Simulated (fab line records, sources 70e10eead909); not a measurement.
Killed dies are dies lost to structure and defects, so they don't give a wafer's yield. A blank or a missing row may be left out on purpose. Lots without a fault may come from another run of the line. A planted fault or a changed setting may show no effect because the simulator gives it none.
fab line records | flow nand_harc
record lots=7 wafers=20 last_day=24
route steps=1159 shown A_CHANNEL_HOLE_D1@482 A_CHANNEL_FILL_D1@490 END@1159
lots that met no fault: from a run of the same line without faults
start_h: hours from the record's first day to the start of the lot's first wafer shown | wait_h: hours since the lot's step before | " the same as in the row above | L1.1+2: a row that stands for several wafers | - no value, or no start given | * or withheld: withheld | < > ~ a bound
route shown NAME@n: a module of which the file shows steps, and the number in the route of the first | usual: mean/standard deviation of fault-free wafers | same: alike in all rows | chamber/n: place in a boat | sites: the reading at each site | _std_site: their standard deviation | _edge_site: outer sites' mean less inner sites' | radius_mm: how far each site lies from the wafer's centre | mask NAME#n: copy n | behind: the tool/chamber that last shaped the wafer | hold: why the lot was held/for how many hours/how that ended | device: the transistor (n, p or np) that didn't switch | end of line: the same wafers' tests at the end of the route | a step without rows: its recipe alone | killed: dies lost to structure and defects at the first sort, not the wafer's yield | map: a wafer's dies, x killed, . not, _ none there
set.NAME: the setting as run; set.NAME@STEP: as run at that earlier step | model.NAME: the simulator's own value behind a step, which no gauge read
lots at some steps of the route; a table a step, a row a wafer
services: from which hour (start_h, from the record's first day; less than 0 if before it) a tool's chamber was out of use, for how many hours, and why
## steps
# step NHARC_A_CHANNEL_HOLE_D1_STRIP_43
# recipe o2_flow_sccm=400 cos_flow_sccm=20 ar_flow_sccm=0 bias_w=0 chemistry=O2/COS
# step NHARC_A_CHANNEL_HOLE_D1_ETCH_44
# recipe target_depth_a=1400 overetch_a=140 time_s=77 ion_energy_ev=100 cf4_flow_sccm=80 o2_flow_sccm=20 ar_flow_sccm=0 rf_w=300 bias_w=100 chemistry=CF4/O2
# step NHARC_A_CHANNEL_HOLE_D1_STRIP_27
# recipe o2_flow_sccm=500 ar_flow_sccm=0 bias_w=0 chemistry=O2
# usual drypump_motor_current_A=5.9/0.38 oes_product_au=1.001/0.0072 rf_vpp_V=57.8/0.93 showerhead_plenum_p_Torr=3.52/0.13 throttle_valve_pct=17.035/0.0092
# columns lot.wafer tool chamber start_h wait_h drypump_motor_current_A oes_product_au rf_hours_counter_h rf_vpp_V showerhead_plenum_p_Torr throttle_valve_pct
L302.3 rie_diel-11 0 - - 5.9 0.993 0 57.3 3.54 17.046
L302.1 " 3 " " 5.9 0.998 0 58.3 3.35 17.019
L302.5 " 1 " " 6.6 0.990 - 57.1 3.36 17.035
L303.2 rie_diel-04 3 - - 5.7 0.997 9 59.1 3.61 17.039
L303.1 " 0 " " 5.7 0.992 9 58.5 3.51 17.033
L303.6 " 3 " " 5.7 0.999 - 57.1 3.61 17.035
L305.3 rie_diel-11 3 - - 5.9 1.001 2 58.4 3.35 17.035
L305.2 " 1 " " 6.6 0.995 1 58.2 3.36 17.033
L305.4 " 2 " " 5.7 0.996 2 58.5 3.72 17.029
L306.4 rie_diel-04 0 - - 5.6 0.986 10 57.5 3.51 17.025
L306.5 " 3 " " 5.7 0.996 - 59.8 3.61 17.022
L308.2 rie_diel-04 1 - - 5.4 1.001 11 57.6 3.45 17.035
L308.4 " 3 " " 5.7 0.983 12 57.1 3.61 17.021
L308.6 " 2 " " 6.3 0.995 - 58.5 3.63 17.026
L318.4 rie_diel-11 3 - - 5.9 1.011 7 58.7 3.35 17.035
L318.6 " 1 " " 6.6 0.991 - 56.0 3.36 17.026
L318.5 " 2 " " 5.7 1.007 - 57.9 3.72 17.042
L320.2 rie_diel-11 1 - - 6.6 0.995 7 58.4 3.36 17.035
L320.3 " 3 " " 5.9 1.007 7 57.4 3.35 17.042
L320.6 " 0 " " 5.9 1.015 - 57.8 3.53 17.027
# step NHARC_A_CHANNEL_HOLE_D1_PRECLEAN_28
# recipe time_s=* temp_c=50 bath_age_min=0 chemistry=SC1
# step NHARC_A_CHANNEL_HOLE_D1_SRD_29
# step NHARC_A_CHANNEL_HOLE_D1_CD_MEAS_30
# usual cd_nm=90.1/0.97
# columns lot.wafer tool chamber start_h wait_h cd_nm
L302.1 cd_sem-03 - 205.84 - 89.4
L302.3 " - " " 89.0
L302.5 " - " " 89.9
L303.1 cd_sem-02 - 221.57 - 88.9
L303.2 " - " " 88.5
L303.6 " - " " 89.2
L305.2 cd_sem-03 - 231.39 - 91.3
L305.3 " - " " 90.3
L305.4 " - " " 91.0
L306.4 cd_sem-02 - 231.53 0.1 89.5
L306.5 " - " " 88.5
L308.2 cd_sem-03 - 256.97 - 89.4
L308.4 " - " " 89.8
L308.6 " - " " 89.9
L318.4 cd_sem-02 - 309.39 - 93.5
L318.5 " - " " 91.7
L318.6 " - " " 92.3
L320.2 cd_sem-02 - 319.23 0.1 88.6
L320.3 " - " " 90.2
L320.6 " - " " 89.6
# step NHARC_A_CHANNEL_HOLE_D1_XSEM_31
# recipe landing_energy_ev=35000
# usual bot_cd_nm=74.5/1.1 bow_nm=8.56/0.25 tilt_deg=0.06/0.045
# columns lot.wafer tool chamber start_h wait_h bot_cd_nm bow_nm tilt_deg
L302.1 xsem-01 0 205.93 0.1 73.2 8.77 0.04
L302.3 " 0 " " 72.8 8.76 0.04
L302.5 " 0 " " 73.5 8.78 0.05
L303.1 xsem-02 0 221.66 0.1 73.6 9.02 0.10
L303.2 " 0 " " 73.2 8.99 0.10
L303.6 " 0 " " 74.0 8.93 0.10
L305.2 xsem-02 0 231.49 0.1 75.6 8.32 0.01
L305.3 " 0 " " 74.5 8.26 0.01
L305.4 " 0 " " 74.9 8.42 0.01
L306.4 xsem-01 0 231.62 0.1 74.0 8.89 0.08
L306.5 " 0 " " 72.8 8.75 0.07
L308.2 xsem-02 0 257.06 0.1 73.2 8.59 0.07
L308.4 " 0 " " 73.0 8.50 0.07
L308.6 " 0 " " 73.7 8.58 0.07
L318.4 xsem-01 0 309.48 0.1 77.8 8.22 0.07
L318.5 " 0 " " 75.4 8.20 0.07
L318.6 " 0 " " 76.5 8.25 0.07
L320.2 xsem-02 0 319.33 0.1 73.9 8.44 0.07
L320.3 " 0 " " 75.1 8.50 0.06
L320.6 " 0 " " 74.6 8.43 0.06
# step NHARC_A_CHANNEL_HOLE_D1_INSPECT_40
# usual raw_defect_count=62/18
# columns lot.wafer tool chamber start_h wait_h raw_defect_count
L302.1 defect_inspect-01 - 206.02 - 41
L302.3 " - " " 40
L302.5 " - " " 42
L303.1 defect_inspect-01 - 221.76 - 78
L303.2 " - " " 64
L303.6 " - " " 64
L305.2 defect_inspect-01 - 231.58 - 107
L305.3 " - " " 44
L305.4 " - " " 79
L306.4 defect_inspect-01 - 231.72 - 57
L306.5 " - " " 50
L308.2 defect_inspect-02 - 257.16 - 79
L308.4 " - " " 79
L308.6 " - " " 67
L318.4 defect_inspect-01 - 309.57 - 91
L318.5 " - " " 82
L318.6 " - " " 90
L320.2 defect_inspect-01 - 319.42 - 85
L320.3 " - " " 90
L320.6 " - " " 53
# step NHARC_A_CHANNEL_FILL_D1_PRECLEAN_00
# recipe time_s=* temp_c=50 bath_age_min=0 chemistry=SC1
# step NHARC_A_CHANNEL_FILL_D1_SRD_01
# step NHARC_A_CHANNEL_FILL_D1_ALD_02
# recipe target_thk_a=60 pulse_time_s=10 ald_cycles=60 temp_c=300 material=SiO2
# usual ald_cycles=60/0 heater_power_w=462/51 precursor_pulse_height_rel=0.998/0.02
# columns lot.wafer tool chamber start_h wait_h ald_cycles heater_power_w precursor_pulse_height_rel
L302.3 ald_hk-01 0 206.22 - 60 460 1.010
L302.1 " 3 " " 60 503 1.018
L302.5 " 0 " " 60 455 0.981
L303.1 ald_hk-03 3 221.95 - 60 513 0.963
L303.2 " 0 " " 60 382 0.983
L303.6 " 0 " " 60 389 1.006
L305.2 ald_hk-02 2 231.78 - 60 488 1.007
L305.4 " 3 " " 60 395 0.998
L305.3 " 0 " " 60 556 1.031
L306.4 ald_hk-02 2 232.37 - 60 521 1.001
L306.5 " 1 " " 60 464 0.982
L308.4 ald_hk-03 2 257.64 - 60 441 0.995
L308.2 " 3 " " 60 505 1.013
L308.6 " 1 " " 60 427 0.992
L318.4 ald_hk-01 3 309.77 - 60 513 0.974
L318.6 " 3 " " 60 502 0.989
L318.5 " 0 " " 60 460 0.996
L320.3 ald_hk-03 3 319.61 - 60 511 1.025
L320.2 " 1 " " 60 423 1.003
L320.6 " 3 " " 60 525 0.998
# step NHARC_A_CHANNEL_FILL_D1_ALD_03
# recipe target_thk_a=60 pulse_time_s=60 ald_cycles=58 temp_c=630 pressure_torr=2 material=SiNx
# usual ald_cycles=58/0 precursor_pulse_height_rel=1.002/0.019
# columns lot.wafer tool chamber start_h wait_h ald_cycles precursor_pulse_height_rel
L302.1 ald_sin_batch-01 0 - - 58 1.009
L302.3 " 0 " " 58 1.001
L302.5 " 0 " " 58 0.997
L303.1 ald_sin_batch-01 0 - - 58 0.999
L303.2 " 0 " " 58 1.036
L303.6 " 0 " " 58 0.967
L305.2 ald_sin_batch-02 0 - - 58 1.021
L305.3 " 0 " " 58 1.018
L305.4 " 0 " " 58 1.004
L306.4 ald_sin_batch-02 0 - - 58 1.024
L306.5 " 0 " " 58 0.991
L308.2 ald_sin_batch-02 0 - - 58 1.001
L308.4 " 0 " " 58 0.966
L308.6 " 0 " " 58 0.980
L318.4 ald_sin_batch-03 0 - - 58 1.029
L318.5 " 0 " " 58 1.009
L318.6 " 0 " " 58 0.974
L320.2 ald_sin_batch-02 0 - - 58 1.013
L320.3 " 0 " " 58 1.023
L320.6 " 0 " " 58 0.993
# step NHARC_A_CHANNEL_FILL_D1_ALD_14
# recipe target_thk_a=25 pulse_time_s=10 ald_cycles=25 temp_c=300 material=SiO2
# usual ald_cycles=25/0 heater_power_w=465/50 precursor_pulse_height_rel=1.001/0.019
# columns lot.wafer tool chamber start_h wait_h ald_cycles heater_power_w precursor_pulse_height_rel
L302.3 ald_hk-02 2 213.25 0.0 25 509 1.010
L302.1 " 3 " " 25 402 1.026
L302.5 " 2 " " 25 508 1.044
L303.1 ald_hk-03 2 228.91 0.0 25 443 1.006
L303.2 " 1 " " 25 420 1.020
L303.6 " 3 " " 25 498 0.997
L305.2 ald_hk-02 1 239.58 0.8 25 454 0.979
L305.4 " 3 " " 24 393 1.016
L305.3 " 0 " " 25 546 1.011
L306.4 ald_hk-02 1 239.84 1.0 24 450 1.012
L306.5 " 1 " " 24 454 1.006
L308.2 ald_hk-02 3 264.80 0.6 25 403 1.021
L308.4 " 1 " " 24 456 0.987
L308.6 " 2 " " 25 491 0.997
L318.4 ald_hk-01 1 317.16 1.8 25 541 1.011
L318.6 " 2 " " 25 430 1.007
L318.5 " 3 " " 25 507 1.000
L320.2 ald_hk-01 2 326.64 0.1 25 433 1.011
L320.3 " 0 " " 25 455 1.005
L320.6 " 2 " " 25 437 1.016
# step NHARC_A_CHANNEL_FILL_D1_ALD_15
# recipe target_thk_a=20 pulse_time_s=60 ald_cycles=19 temp_c=630 pressure_torr=2 material=SiNx
# usual ald_cycles=19/0 precursor_pulse_height_rel=0.999/0.018
# columns lot.wafer tool chamber start_h wait_h ald_cycles precursor_pulse_height_rel
L302.1 ald_sin_batch-02 0 - - 19 0.983
L302.3 " 0 " " 19 0.973
L302.5 " 0 " " 19 0.987
L303.1 ald_sin_batch-01 0 - - 19 1.003
L303.2 " 0 " " 19 0.997
L303.6 " 0 " " 19 1.013
L305.2 ald_sin_batch-02 0 - - 19 0.993
L305.3 " 0 " " 19 1.022
L305.4 " 0 " " 19 1.002
L306.4 ald_sin_batch-02 0 - - 19 0.983
L306.5 " 0 " " 19 1.007
L308.2 ald_sin_batch-02 0 - - 19 1.005
L308.4 " 0 " " 19 1.022
L308.6 " 0 " " 19 1.002
L318.4 ald_sin_batch-01 0 - - 19 1.008
L318.5 " 0 " " 19 0.989
L318.6 " 0 " " 19 1.011
L320.2 ald_sin_batch-02 0 - - 19 0.984
L320.3 " 0 " " 19 1.031
L320.6 " 0 " " 19 1.012
# step NHARC_END_SORT_01
# recipe temp_c=25
# usual killed_at_array=26/9.6 killed_at_other=0.7/0.92 killed_at_periphery=3.8/2.7 killed_dies=31/10 killed_open=3.3/1.7 killed_short=1.8/1.3
# same gross_dies=677
# columns lot.wafer tool chamber start_h wait_h killed_at_array killed_at_other killed_at_periphery killed_dies killed_open killed_short
L305.2 prober-01 0 486.94 2.8 34 2 5 41 2 3
L305.3 prober-01 0 487.75 3.1 25 1 3 29 3 1
L305.4 prober-01 0 488.56 3.4 29 0 2 31 3 3
# killed by level:class
L305.2 A_CHANNEL_HOLE_D1:chamber_film_flake=18 A_SLIT:chamber_film_flake=9 P_CONTACT:geometric_particle:short=2 A_CONTACT:chamber_film_flake=2 THIN_TSV:chamber_film_flake=2 A_SOURCE_PLATE:geometric_particle:open=1 A_ONON_D1:geometric_particle:short=1 A_CHANNEL_FILL_D1:geometric_particle:open=1
L305.3 A_CHANNEL_HOLE_D1:chamber_film_flake=10 A_SLIT:chamber_film_flake=9 A_WL_FILL:chamber_film_flake=4 P_M0:geometric_particle:open=2 A_M0:geometric_particle:open=1 P_GATE:chamber_film_flake=1 STARTING-WAFER:geometric_particle:short=1 A_CONTACT:chamber_film_flake=1
L305.4 A_CHANNEL_HOLE_D1:chamber_film_flake=14 A_SLIT:chamber_film_flake=8 P_CONTACT:geometric_particle:open=2 A_WL_FILL:chamber_film_flake=2 A_ONON_D1:geometric_particle:short=1 A_WL_FILL:geometric_particle:short=1 A_CONTACT:geometric_particle:short=1 A_CONTACT:geometric_particle:open=1
## services
# columns tool chamber start_h hours kind
rie_diel-11 - 189.50 9.0 pm
rie_diel-11 0 189.50 9.0 vent_cycle
rie_diel-11 1 189.50 9.0 vent_cycle
rie_diel-11 2 189.50 9.0 vent_cycle
rie_diel-11 3 189.50 9.0 vent_cycle
rie_diel-11 0 198.50 - clean
ald_sin_batch-03 - 207.24 26.8 repair
rie_diel-11 1 211.50 4.6 repair
ald_hk-01 - 231.67 10.0 pm
rie_diel-04 1 240.22 2.9 repair
ald_hk-02 - 281.63 10.0 pm
ald_hk-02 0 281.63 10.0 vent_cycle
ald_hk-02 1 281.63 10.0 vent_cycle
ald_hk-02 2 281.63 10.0 vent_cycle
ald_hk-02 3 281.63 10.0 vent_cycle
rie_diel-04 - 288.90 9.0 pm
ald_hk-02 0 291.63 - clean
ald_hk-02 1 291.63 - clean
ald_hk-02 2 291.63 - clean
ald_hk-02 3 291.63 - clean
xsem-02 - 302.00 14.0 pm
rie_diel-04 0 310.28 3.1 repair
ald_sin_batch-03 - 315.36 26.0 pm
ald_hk-03 - 327.15 10.0 pm
## key
first_sign step=NHARC_A_CHANNEL_FILL_D1_ALD_14 reading=ald_cycles direction=down sigmas=99+ usual=25 struck=24
effect none on later readings
met_at NHARC_A_CHANNEL_FILL_D1_ALD_14
struck_wafers L305.4,L306.4,L306.5,L308.4
tester_left_out L305,L306,L308
fault kind=process_parameter_drift tool=ald_hk-02 chamber=- onset_h=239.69 steps=NHARC_A_CHANNEL_FILL_D1_ALD_14 channel=ald_cycles offset=-1 shape=step end_h=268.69 scope=struck_wafers_only acts_in=these_recipes_only stated=25
# tester_left_out: of these lots the tester's yield and bins aren't shown, on N5 and GAA mostly nor the transistor test; their killed dies are dies lost to structure and defects alone, not to doping, threshold or leakage, so they don't give the yield
